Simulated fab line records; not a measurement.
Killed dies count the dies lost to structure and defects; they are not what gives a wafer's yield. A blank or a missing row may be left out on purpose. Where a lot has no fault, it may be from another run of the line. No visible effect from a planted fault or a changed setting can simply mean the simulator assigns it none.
fab line records	flow nand_harc
record lots=11	wafers=33	last_day=34
route steps=1302 shown P_GATE@213 P_CONTACT@230 END@1302
lots that met no fault: taken from a fault-free run of the same line
start_h: hours from the record's opening day to when the first of the lot's shown wafers began	wait_h: hours elapsed since this lot's preceding step	" same as the row above	L1.1+2: one row covering several wafers at once	- no value present, or no start provided	* or withheld: withheld	< > ~ a bound
route shown NAME@n: NAME is a module with steps in the file, n the number in the route of the first one	usual: mean and standard deviation over wafers with no fault	same: alike in all rows	chamber/n: place in a boat	sites: each site's reading	_std_site: the values' standard deviation	_edge_site: inner sites' mean taken away from outer sites' mean	radius_mm: how far each site lies from the wafer's centre	mask NAME#n: copy n	behind: the tool/chamber that last shaped the wafer	hold: cause of the lot's hold/its duration in hours/its outcome	device: the n, p or np transistor that did not switch	end of line: the route-end tests of the same wafers	a step without rows: its recipe alone	killed: dies that structure and defects cost at the first sort, which is not the same as the wafer's yield	map: dies across one wafer; x = killed, . = not, _ = none there
set.NAME: the run value of the setting; set.NAME@STEP: its run value at that earlier step	model.NAME: the simulator's own value behind a step, which no gauge read
a sample of lots followed through the steps of the route, with each step as a table and each wafer as a row
services: from which hour (start_h, from the record's first day; less than 0 if before it) a tool's chamber was out of use, for how many hours, and why
## steps
# step NHARC_P_GATE_RTA_80
# recipe temp_c=300	time_s=30
# usual lamp_power_pct=2.167/0.0032	wafer_temp_C_max=301.7/0.45
lot.wafer	tool	chamber	start_h	wait_h	lamp_power_pct	wafer_temp_C_max
L975.1	rtp_anneal-01	0	130.59	-	2.165	302.2
L975.2	"	0	"	"	2.168	302.1
L975.4	"	0	"	"	2.170	302.2
L978.1	rtp_anneal-02	0	173.08	-	2.163	301.2
L978.2	"	0	"	"	2.162	301.1
L978.4	"	0	"	"	2.164	300.7
L979.1	rtp_anneal-01	0	173.90	-	2.173	301.8
L979.2	"	0	"	"	2.168	301.6
L979.3	"	0	"	"	2.172	301.8
L980.3	rtp_anneal-02	0	186.58	-	2.166	301.3
L980.4	"	0	"	"	2.164	300.8
L980.5	"	0	"	"	2.165	300.9
L981.1	rtp_anneal-01	0	192.86	-	2.169	301.9
L981.4	"	0	"	"	2.168	302.2
L981.5	"	0	"	"	2.168	302.5
L984.1	rtp_anneal-01	0	224.81	-	2.169	302.3
L984.4	"	0	"	"	2.168	301.5
L984.6	"	0	"	"	2.166	301.2
L985.1	rtp_anneal-02	0	228.90	-	2.164	301.6
L985.3	"	0	"	"	2.161	301.1
L985.4	"	0	"	"	2.163	301.4
L991.2	rtp_anneal-02	0	292.58	-	2.165	301.5
L991.5	"	0	"	"	2.163	300.6
L991.6	"	0	"	"	2.165	301.9
L992.4	rtp_anneal-02	0	307.41	-	2.165	301.1
L992.5	"	0	"	"	2.166	302.1
L992.6	"	0	"	"	2.164	301.1
L995.1	rtp_anneal-01	0	332.39	-	2.168	301.8
L995.2	"	0	"	"	2.170	301.6
L995.3	"	0	"	"	2.167	301.6
L996.3	rtp_anneal-02	0	348.39	-	2.169	301.8
L996.5	"	0	"	"	2.171	301.7
L996.6	"	0	"	"	2.171	301.6
# step NHARC_P_GATE_INSPECT_68
# usual raw_defect_count=184/74
lot.wafer	tool	chamber	start_h	wait_h	raw_defect_count
L975.1	defect_inspect-02	-	131.29	0.2	175
L975.2	"	-	"	"	196
L975.4	"	-	"	"	261
L978.1	defect_inspect-02	-	173.73	0.2	170
L978.2	"	-	"	"	194
L978.4	"	-	"	"	251
L979.1	defect_inspect-02	-	174.55	0.2	87
L979.2	"	-	"	"	138
L979.3	"	-	"	"	103
L980.3	defect_inspect-02	-	187.47	0.2	218
L980.4	"	-	"	"	140
L980.5	"	-	"	"	243
L981.1	defect_inspect-01	-	193.51	0.2	139
L981.4	"	-	"	"	132
L981.5	"	-	"	"	81
L984.1	defect_inspect-01	-	225.50	0.2	427
L984.4	"	-	"	"	179
L984.6	"	-	"	"	141
L985.1	defect_inspect-01	-	229.56	0.2	115
L985.3	"	-	"	"	243
L985.4	"	-	"	"	160
L991.2	defect_inspect-01	-	293.21	0.1	203
L991.5	"	-	"	"	179
L991.6	"	-	"	"	134
L992.4	defect_inspect-01	-	307.98	0.1	169
L992.5	"	-	"	"	250
L992.6	"	-	"	"	202
L995.1	defect_inspect-02	-	333.05	0.2	183
L995.2	"	-	"	"	160
L995.3	"	-	"	"	169
L996.3	defect_inspect-02	-	348.99	0.1	165
L996.5	"	-	"	"	105
L996.6	"	-	"	"	93
# step NHARC_P_CONTACT_PEB_10
# recipe peb_temp_c=100	peb_time_s=65
# usual heater_power_total_W=156.7/0.39	plate_temp_C=100.03/0.13
lot.wafer	tool	chamber	start_h	wait_h	heater_power_total_W	plate_temp_C
L975.1	litho_track-01	0	132.69	0.1	157.1	99.98
L975.2	"	0	"	"	156.3	99.88
L975.4	"	0	"	"	156.6	99.87
L978.1	litho_track-06	0	175.25	0.1	157.2	99.93
L978.2	"	0	"	"	156.3	100.05
L978.4	"	0	"	"	156.7	99.83
L979.1	litho_track-04	0	176.08	0.1	156.8	100.10
L979.2	"	0	"	"	156.3	100.14
L979.3	"	0	"	"	157.1	100.15
L980.3	litho_track-04	0	189.03	0.0	156.7	100.17
L980.4	"	0	"	"	156.8	99.97
L980.5	"	0	"	"	157.1	100.13
L981.1	litho_track-06	0	195.04	0.1	156.0	100.10
L981.4	"	0	"	"	157.1	99.90
L981.5	"	0	"	"	156.5	99.88
L984.1	litho_track-04	0	227.03	0.1	156.0	100.17
L984.4	"	0	"	"	157.0	100.19
L984.6	"	0	"	"	156.9	99.93
L985.1	litho_track-01	0	230.98	0.1	156.9	100.12
L985.3	"	0	"	"	156.7	99.97
L985.4	"	0	"	"	156.1	100.14
L991.2	litho_track-01	0	294.88	0.1	153.3	98.37
L991.5	"	0	"	"	153.5	98.55
L991.6	"	0	"	"	152.9	98.27
L992.4	litho_track-01	0	309.54	0.0	152.9	98.33
L992.5	"	0	"	"	153.0	98.39
L992.6	"	0	"	"	153.7	98.54
L995.1	litho_track-06	0	334.45	0.1	156.8	100.07
L995.2	"	0	"	"	157.0	100.23
L995.3	"	0	"	"	156.9	99.93
L996.3	litho_track-04	0	350.76	0.0	156.1	99.96
L996.5	"	0	"	"	156.8	100.15
L996.6	"	0	"	"	157.1	100.06
# step NHARC_P_CONTACT_CD_MEAS_12
# recipe target_cd_nm=90	landing_energy_ev=500
# usual cd_nm=90.3/0.7
lot.wafer	tool	chamber	start_h	wait_h	cd_nm
L975.1	cd_sem-01	0	132.77	-	89.4
L975.2	"	0	"	"	89.1
L975.4	"	0	"	"	89.4
L978.1	cd_sem-02	0	175.33	-	91.0
L978.2	"	0	"	"	89.7
L978.4	"	0	"	"	90.9
L979.1	cd_sem-02	0	176.16	-	90.5
L979.2	"	0	"	"	90.7
L979.3	"	0	"	"	90.0
L980.3	cd_sem-03	0	189.11	-	90.0
L980.4	"	0	"	"	90.7
L980.5	"	0	"	"	91.5
L981.1	cd_sem-01	0	195.12	-	90.1
L981.4	"	0	"	"	89.1
L981.5	"	0	"	"	90.1
L984.1	cd_sem-01	0	227.11	-	91.8
L984.4	"	0	"	"	91.6
L984.6	"	0	"	"	91.7
L985.1	cd_sem-02	0	231.05	-	90.6
L985.3	"	0	"	"	90.1
L985.4	"	0	"	"	89.5
L991.2	cd_sem-02	0	294.96	-	82.7
L991.5	"	0	"	"	82.9
L991.6	"	0	"	"	83.7
L992.4	cd_sem-02	0	309.62	-	84.5
L992.5	"	0	"	"	84.1
L992.6	"	0	"	"	83.0
L995.1	cd_sem-01	0	334.53	-	90.1
L995.2	"	0	"	"	90.0
L995.3	"	0	"	"	90.0
L996.3	cd_sem-02	0	350.85	-	91.2
L996.5	"	0	"	"	90.8
L996.6	"	0	"	"	90.2
# step NHARC_P_CONTACT_ETCH_31
# recipe target_depth_a=300	time_s=85.7	ion_energy_ev=120	over_etch_frac=1	ch3f_flow_sccm=50	o2_flow_sccm=30	ar_flow_sccm=200	rf_w=500	bias_w=100	chemistry=CH3F/O2
# usual bias_w=99.99/0.25	chamber_pressure_mTorr=24.999/0.022	drypump_motor_current_A=5.7/0.51	oes_product_au=0.974/0.015	rf_vpp_V=244.5/1.5	showerhead_plenum_p_Torr=2.47/0.082	throttle_valve_pct=20.663/0.0082
# same over_etch_frac=1
lot.wafer	tool	chamber	start_h	wait_h	bias_w	chamber_pressure_mTorr	drypump_motor_current_A	oes_product_au	rf_hours_counter_h	rf_vpp_V	showerhead_plenum_p_Torr	throttle_valve_pct
L975.2	rie_diel-05	1	-	-	99.90	25.016	5.8	1.009	4.5	244.7	2.53	20.671
L975.1	"	2	"	"	99.67	25.023	5.1	0.983	4.3	247.9	2.57	20.658
L975.4	"	3	"	"	100.02	25.028	4.7	0.972	3.6	244.5	2.39	20.659
L978.2	rie_diel-03	2	-	-	100.21	24.961	5.0	0.978	1.2	244.4	2.45	20.666
L978.1	"	0	"	"	99.85	25.015	6.3	0.944	1.5	242.9	2.43	20.665
L978.4	"	1	"	"	100.00	25.016	5.9	0.978	1.4	243.6	2.47	20.665
L979.2	rie_diel-08	0	-	-	99.97	24.978	5.8	0.966	4.3	246.0	2.49	20.663
L979.1	"	1	"	"	100.44	24.932	5.6	0.977	5.0	244.8	2.44	20.662
L979.3	"	2	"	"	99.76	25.001	5.9	0.950	5.1	241.7	2.30	20.678
L980.4	rie_diel-05	1	-	-	99.86	25.001	5.8	0.987	6.4	245.3	2.53	20.665
L980.3	"	3	"	"	99.47	25.017	4.7	0.962	5.9	245.0	2.39	20.669
L980.5	"	1	"	"	99.99	24.988	5.8	0.992	-	245.6	2.53	20.666
L981.1	rie_diel-08	0	-	-	99.99	25.017	5.8	0.929	5.1	244.1	2.49	20.656
L981.4	"	1	"	"	100.48	24.988	5.6	0.958	5.9	242.8	2.44	20.666
L981.5	"	0	"	"	99.88	25.028	5.8	0.941	-	245.2	2.49	20.675
L984.4	rie_diel-08	2	-	-	100.15	25.014	5.8	0.972	0.3	242.4	2.30	20.653
L984.1	"	3	"	"	99.72	24.976	6.5	0.980	0.3	245.6	2.52	20.666
L984.6	"	2	"	"	100.08	25.029	5.9	0.976	-	241.2	2.30	20.667
L985.3	rie_diel-05	0	-	-	100.37	24.968	5.8	0.983	9.7	244.8	2.49	20.661
L985.4	"	1	"	"	99.70	25.029	5.8	0.966	7.4	245.8	2.53	20.655
L985.1	"	2	"	"	100.08	24.979	5.1	0.978	9.9	244.8	2.57	20.659
L991.2	rie_diel-05	1	-	-	100.14	25.035	5.8	0.980	3.0	243.7	2.53	20.648
L991.5	"	3	"	"	100.28	24.981	4.7	0.957	-	242.0	2.39	20.668
L991.6	"	0	"	"	100.44	24.967	5.8	0.988	-	245.2	2.49	20.686
L992.4	rie_diel-05	3	-	-	99.46	24.989	4.7	0.976	3.5	244.7	2.39	20.668
L992.6	"	3	"	"	99.95	25.007	4.7	0.971	-	242.4	2.39	20.659
L992.5	"	0	"	"	100.18	24.976	5.9	0.988	-	244.8	2.49	20.659
L995.2	rie_diel-03	2	-	-	100.03	24.979	5.0	0.973	1.4	245.5	2.45	20.664
L995.3	"	3	"	"	100.06	24.989	5.3	0.991	1.4	247.1	2.63	20.662
L995.1	"	0	"	"	100.26	25.006	6.3	0.983	0.9	244.5	2.42	20.673
L996.3	rie_diel-08	3	-	-	99.69	24.967	6.5	0.969	2.5	244.6	2.52	20.669
L996.5	"	1	"	"	99.87	25.028	5.5	0.970	-	244.5	2.44	20.670
L996.6	"	2	"	"	99.74	24.973	5.9	0.980	-	240.6	2.30	20.665
# step NHARC_P_CONTACT_CD_MEAS_19
# usual cd_nm=89.1/1.7
lot.wafer	tool	chamber	start_h	wait_h	cd_nm
L975.1	cd_sem-01	-	133.82	-	88.6
L975.2	"	-	"	"	86.4
L975.4	"	-	"	"	91.2
L978.1	cd_sem-02	-	176.39	-	92.2
L978.2	"	-	"	"	85.1
L978.4	"	-	"	"	89.1
L979.1	cd_sem-03	-	177.22	-	89.5
L979.2	"	-	"	"	89.0
L979.3	"	-	"	"	88.5
L980.3	cd_sem-03	-	190.18	-	91.0
L980.4	"	-	"	"	89.7
L980.5	"	-	"	"	89.5
L981.1	cd_sem-03	-	196.18	-	88.6
L981.4	"	-	"	"	89.0
L981.5	"	-	"	"	89.3
L984.1	cd_sem-03	-	228.16	-	90.2
L984.4	"	-	"	"	94.0
L984.6	"	-	"	"	92.3
L985.1	cd_sem-02	-	232.11	-	90.1
L985.3	"	-	"	"	88.1
L985.4	"	-	"	"	87.3
L991.2	cd_sem-01	-	296.02	-	79.0
L991.5	"	-	"	"	81.9
L991.6	"	-	"	"	81.5
L992.4	cd_sem-01	-	310.68	-	81.4
L992.5	"	-	"	"	83.4
L992.6	"	-	"	"	84.1
L995.1	cd_sem-01	-	335.59	-	90.2
L995.2	"	-	"	"	89.8
L995.3	"	-	"	"	91.2
L996.3	cd_sem-02	-	351.91	-	89.5
L996.5	"	-	"	"	88.0
L996.6	"	-	"	"	92.0
# step NHARC_END_SORT_01
# recipe temp_c=25
# usual killed_at_array=56/21	killed_at_other=0.8/1	killed_at_periphery=3.6/2.8	killed_dies=60/20	killed_open=3.2/1.9	killed_short=2.4/1.6
# same gross_dies=677
lot.wafer	tool	chamber	start_h	wait_h	killed_at_array	killed_at_other	killed_at_periphery	killed_dies	killed_open	killed_short
L978.1	prober-02	0	631.60	2.5	52	0	0	52	3	0
L978.2	prober-02	0	632.40	2.8	63	1	4	68	3	7
L978.4	prober-02	0	634.00	3.4	48	0	2	50	3	0
L981.1	prober-01	0	646.99	2.5	52	0	2	54	0	5
L981.4	prober-01	0	649.37	3.4	56	3	0	59	1	5
L981.5	prober-01	0	650.16	3.7	54	0	0	54	1	3
L991.2	prober-01	0	741.43	2.8	33	0	2	35	2	3
L991.5	prober-01	0	743.83	3.7	28	0	7	35	5	1
L991.6	prober-01	0	744.63	4.0	23	0	7	30	3	2
L992.4	prober-01	0	764.54	3.4	35	0	1	36	2	2
L992.5	prober-01	0	765.35	3.7	46	0	2	48	4	1
L992.6	prober-01	0	766.16	4.0	31	1	3	35	3	1
L995.1	prober-01	0	792.44	2.5	42	0	6	48	5	5
L995.2	prober-01	0	793.25	2.8	50	0	10	60	1	1
L995.3	prober-01	0	794.06	3.1	33	0	4	37	1	2
# killed by level:class
L978.1 A_CHANNEL_HOLE_D2:chamber_film_flake=35 A_CHANNEL_FILL_D2:chamber_film_flake=7 A_CONTACT:chamber_film_flake=2 A_STAIRCASE:chamber_film_flake=2 A_CHANNEL_HOLE_D1:geometric_particle:open=1 A_ONON_D2:geometric_particle:open=1 A_M0:geometric_particle:open=1 A_CHANNEL_HOLE_D1:chamber_film_flake=1
L978.2 A_CHANNEL_HOLE_D2:chamber_film_flake=39 A_SLIT:chamber_film_flake=4 A_CHANNEL_FILL_D2:chamber_film_flake=3 A_CHANNEL_HOLE_D1:geometric_particle:short=2 A_WL_FILL:geometric_particle:open=2 A_DECK1_JOINT:chamber_film_flake=2 A_CONTACT:chamber_film_flake=2 A_WL_FILL:chamber_film_flake=2
L978.4 A_CHANNEL_HOLE_D2:chamber_film_flake=34 A_CHANNEL_FILL_D2:chamber_film_flake=3 A_CONTACT:chamber_film_flake=3 A_CHANNEL_HOLE_D1:chamber_film_flake=2 A_ONON_D2:geometric_particle:open=1 A_CONTACT:geometric_particle:open=1 A_M0:geometric_particle:open=1 P_STI:chamber_film_flake=1
L981.1 A_CHANNEL_HOLE_D2:chamber_film_flake=39 A_CHANNEL_HOLE_D1:chamber_film_flake=3 A_CONTACT:chamber_film_flake=3 A_ONON_D1:geometric_particle:short=2 A_CHANNEL_FILL_D1:geometric_particle:short=2 A_ONON_D2:geometric_particle:short=1 P_ZERO_WELL:chamber_film_flake=1 P_M0:chamber_film_flake=1
L981.4 A_CHANNEL_HOLE_D2:chamber_film_flake=32 A_CHANNEL_HOLE_D1:chamber_film_flake=5 A_CONTACT:chamber_film_flake=5 A_CHANNEL_FILL_D1:chamber_film_flake=4 A_WL_FILL:chamber_film_flake=3 STARTING-WAFER:geometric_particle:short=2 A_M1:chamber_film_flake=2 A_DECK1_JOINT:geometric_particle:short=1
L981.5 A_CHANNEL_HOLE_D2:chamber_film_flake=37 A_CONTACT:chamber_film_flake=5 A_M1:chamber_film_flake=4 A_CHANNEL_HOLE_D1:chamber_film_flake=2 A_SOURCE_PLATE:geometric_particle:short=1 A_DECK1_JOINT:geometric_particle:short=1 A_CHANNEL_HOLE_D2:geometric_particle:open=1 A_SGD_CUT:geometric_particle:short=1
L991.2 A_CHANNEL_HOLE_D1:chamber_film_flake=11 A_SLIT:chamber_film_flake=5 A_CONTACT:chamber_film_flake=5 A_DECK1_JOINT:chamber_film_flake=2 A_STAIRCASE:chamber_film_flake=2 A_WL_FILL:chamber_film_flake=2 P_CONTACT:geometric_particle:short=1 A_ONON_D2:geometric_particle:short=1
L991.5 A_CHANNEL_HOLE_D1:chamber_film_flake=11 A_SLIT:chamber_film_flake=6 P_M1:chamber_film_flake=4 A_STAIRCASE:chamber_film_flake=3 A_M0:chamber_film_flake=2 P_GATE:geometric_particle:open=1 P_CONTACT:geometric_particle:short=1 P_M0:geometric_particle:open=1
L991.6 A_CONTACT:chamber_film_flake=7 A_SLIT:chamber_film_flake=6 A_CHANNEL_HOLE_D1:chamber_film_flake=5 P_M1:chamber_film_flake=4 P_STI:geometric_particle:short=1 P_STI:geometric_particle:open=1 P_M1:geometric_particle:open=1 A_ONON_D2:geometric_particle:short=1
L992.4 A_SLIT:chamber_film_flake=23 A_CHANNEL_HOLE_D1:chamber_film_flake=3 A_STAIRCASE:chamber_film_flake=2 A_CONTACT:chamber_film_flake=2 A_SOURCE_PLATE:geometric_particle:open=1 A_CHANNEL_FILL_D1:geometric_particle:short=1 A_ONON_D2:geometric_particle:short=1 A_CHANNEL_FILL_D2:geometric_particle:open=1
L992.5 A_SLIT:chamber_film_flake=24 A_CHANNEL_HOLE_D1:chamber_film_flake=8 A_CONTACT:chamber_film_flake=5 A_STAIRCASE:chamber_film_flake=2 A_ONON_D1:geometric_particle:open=1 A_ONON_D1:geometric_particle:short=1 A_CHANNEL_FILL_D1:geometric_particle:open=1 A_ONON_D2:geometric_particle:open=1
L992.6 A_SLIT:chamber_film_flake=13 A_CHANNEL_HOLE_D1:chamber_film_flake=7 A_STAIRCASE:chamber_film_flake=4 A_CONTACT:chamber_film_flake=3 P_M2:geometric_particle:open=1 A_CHANNEL_HOLE_D2:geometric_particle:open=1 A_CHANNEL_HOLE_D2:geometric_particle:short=1 A_BLC:geometric_particle:open=1
L995.1 A_SLIT:chamber_film_flake=24 A_M1:chamber_film_flake=5 A_M0:geometric_particle:short=3 P_STI:chamber_film_flake=3 P_CONTACT:geometric_particle:open=1 P_M0:geometric_particle:short=1 A_ONON_D1:geometric_particle:open=1 A_ONON_D2:geometric_particle:short=1
L995.2 A_SLIT:chamber_film_flake=34 P_STI:chamber_film_flake=9 A_M1:chamber_film_flake=7 A_CHANNEL_HOLE_D1:chamber_film_flake=2 A_WL_FILL:chamber_film_flake=2 P_CONTACT:geometric_particle:open=1 A_ONON_D2:geometric_particle:short=1 A_ZERO_WELL:chamber_film_flake=1
L995.3 A_SLIT:chamber_film_flake=26 A_M1:chamber_film_flake=3 P_STI:chamber_film_flake=3 A_CHANNEL_FILL_D2:geometric_particle:short=1 A_WL_FILL:geometric_particle:short=1 A_WL_FILL:geometric_particle:open=1 P_M2:chamber_film_flake=1 A_CONTACT:chamber_film_flake=1
## services
tool	chamber	start_h	hours	kind
rie_diel-05	0	113.55	-	clean
rie_diel-05	1	113.55	-	clean
rie_diel-05	2	113.55	-	clean
rie_diel-05	3	113.55	-	clean
rie_diel-05	0	138.05	-	clean
rie_diel-05	1	138.05	-	clean
rie_diel-05	2	138.05	-	clean
rie_diel-05	3	138.05	-	clean
rie_diel-03	2	153.10	2.9	repair
rie_diel-08	0	153.47	6.4	repair
litho_track-01	-	155.00	7.0	pm
rie_diel-05	0	162.55	-	clean
rie_diel-08	1	171.59	1.4	repair
litho_track-06	-	179.00	7.0	pm
rie_diel-05	1	193.36	6.4	repair
litho_track-04	-	203.00	7.0	pm
rie_diel-05	1	210.38	19.4	repair
rie_diel-08	-	215.30	9.0	pm
rie_diel-03	3	222.31	17.1	repair
rie_diel-05	-	232.31	9.0	pm
rie_diel-03	3	242.30	1.9	repair
rie_diel-03	-	281.32	9.0	pm
rie_diel-03	0	312.20	15.2	repair
litho_track-01	-	330.00	7.0	pm
## key
first_sign step=NHARC_P_CONTACT_PEB_10	reading=plate_temp_C	direction=down	sigmas=13	usual=*	struck=*
effect step=NHARC_P_CONTACT_PEB_10	reading=heater_power_total_W	direction=down	sigmas=8.8	usual=*	struck=*
effect step=NHARC_P_CONTACT_CD_MEAS_12	reading=cd_nm	direction=down	sigmas=9.7	usual=90.3	struck=83.5
effect step=NHARC_P_CONTACT_CD_MEAS_19	reading=cd_nm	direction=down	sigmas=4.3	usual=89.1	struck=81.9
met_at NHARC_P_CONTACT_PEB_10
struck_lots L991,L992
tester_left_out L991,L992
not_acting_at NHARC_P_GATE_RTA_80,NHARC_P_GATE_INSPECT_68,NHARC_P_CONTACT_ETCH_31
onset_between 230.98 294.88
fault kind=process_parameter_drift	tool=litho_track-01	chamber=-	onset_h=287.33	steps=NHARC_P_CONTACT_PEB_10	channel=peb_temp_c	offset=*	shape=step	end_h=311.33	acts_in=*	stated=*
# tester_left_out: of these lots the tester's yield and bins aren't shown, on N5 and GAA mostly nor the transistor test; their killed dies are dies lost to structure and defects alone, not to doping, threshold or leakage, so they don't give the yield
